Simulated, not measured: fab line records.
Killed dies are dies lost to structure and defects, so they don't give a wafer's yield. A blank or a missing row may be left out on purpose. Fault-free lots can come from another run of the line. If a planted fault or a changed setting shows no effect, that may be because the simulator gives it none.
A lot that was struck, set against a sound lot	flow nand-harc	15 out of 1302 route steps
Sound: these wafers, L934.1, L934.4, L934.6. Struck: wafers L927.3, L927.6 (left out: L927.4, a lot-mate that was not struck); the cause follows at the end.
Per side, at each step with rows, come the tool, then ch with its chambers, and then its first start. Under that, the readings that differ: sound wafers	struck wafers	difference of the means	sigmas: that difference in standard deviations of wafers without a fault.
alike: readings with means less than 2 such deviations apart, plus words and numbers identical on both sides. not compared: withheld readings, readings lacking a value on some wafer, bounds such as >300 that could conceal the same value, and numbers that have no deviation in the record and whose values overlap.
The two part at a step that has a row with sigmas, a row that says differs or no value, or rows on one side only. When numbers do not overlap yet have no deviation, they are printed without sigmas and do not part them. A reading that every wafer of one side lacks parts them only if that side has two wafers or more.

first, 8 steps without rows for these wafers: NHARC_A_CONTACT_COAT_34 (time 75 s); NHARC_A_CONTACT_COAT_35 (time 65 s); NHARC_A_CONTACT_COAT_36 (resist thk 90 nm); NHARC_A_CONTACT_SOFTBAKE_37 (time 55 s); NHARC_A_CONTACT_EBR_38; NHARC_A_CONTACT_EXPOSE_39 (exposes mask A CC 3); NHARC_A_CONTACT_PEB_40 (peb time 65 s); NHARC_A_CONTACT_DEVELOP_41 (develop time 35 s).
NHARC_A_CONTACT_CD_MEAS_42 targets a cd of 300 nm.
  sound on cd-sem-01 ch 0, day 29 10:14; struck on cd-sem-03 ch 0, day 27 04:49
reading	sound	struck	difference	sigmas
cd-nm (nm)	300.0 299.6 300.5	298.9 298.5	-1.3	-2
NHARC_A_CONTACT_OVL_MEAS_43:
  sound on overlay-01 at day 29 10:19; struck on overlay-01 at day 27 04:55
  alike: overlay-x-nm, overlay-y-nm
NHARC_A_CONTACT_INSPECT_44:
  sound on defect-inspect-01 at day 29 10:22; struck on defect-inspect-02 at day 27 04:56
  alike: raw-defect-count
NHARC_A_CONTACT_DESCUM_47: chemistry O2, time 3 s.
  sound on rie-diel-13 ch 1,3, day 29 10:25; struck on rie-diel-02 ch 0,2, day 27 05:00
  alike: drypump-motor-current-A, oes-product-au, rf-vpp-V, showerhead-plenum-p-Torr, throttle-valve-pct
  not compared: rf-hours-counter-h
NHARC_A_CONTACT_ETCH_48: etches the open film in CF4, target depth 39 nm, time 65 s.
  sound on rie-diel-13 ch 1,2, day 29 10:31; struck on rie-diel-02 ch 2,3, day 27 05:05
reading	sound	struck	difference	sigmas
bias-w (W)	99.54 99.24 100.00	- -	no value on the struck wafers	
run-length-s (s)	85.6 86.4 86.3	66.6 66.7	-19.4	-42
  alike: cf4-flow-sccm, drypump-motor-current-A, oes-product-au, rf-vpp-V, showerhead-plenum-p-Torr, throttle-valve-pct
  not compared: rf-hours-counter-h
NHARC_A_CONTACT_ETCH_49: etches the open film in N2/H2, target depth 260 nm, time 475.3 s.
  sound: rie-diel-13 ch 0,1,2; struck: rie-diel-02 ch 0,3
reading	sound	struck	difference	sigmas
drypump-motor-current-A (A)	6.5 6.4 6.3	5.5 5.5	-0.9	-2
oes-product-au (a.u.)	1.017 0.996 1.027	0.967 0.984	-0.038	-3
  alike: bias-w, rf-vpp-V, run-length-s, showerhead-plenum-p-Torr, throttle-valve-pct
  not compared: rf-hours-counter-h
-- record jumps: 3 days between struck wafers' starts before vs after; left off in module A_CONTACT, resumes in module END, first step shown is number 1302 of the route --
NHARC_END_SORT_01:
  sound on prober-01 ch 0, day 32 21:13; struck on prober-01 ch 0, day 30 04:50
reading	sound	struck	difference	sigmas
killed-at-array	31 31 24	602 597	+571	+21
killed-dies	34 32 27	603 598	+570	+20
  alike: killed-at-other, killed-at-periphery, killed-open, killed-short

== WHERE THEY PART ==
Last at NHARC_END_SORT_01 as far as this record goes, first at NHARC_A_CONTACT_CD_MEAS_42.

WHY: what had been put in by the simulator
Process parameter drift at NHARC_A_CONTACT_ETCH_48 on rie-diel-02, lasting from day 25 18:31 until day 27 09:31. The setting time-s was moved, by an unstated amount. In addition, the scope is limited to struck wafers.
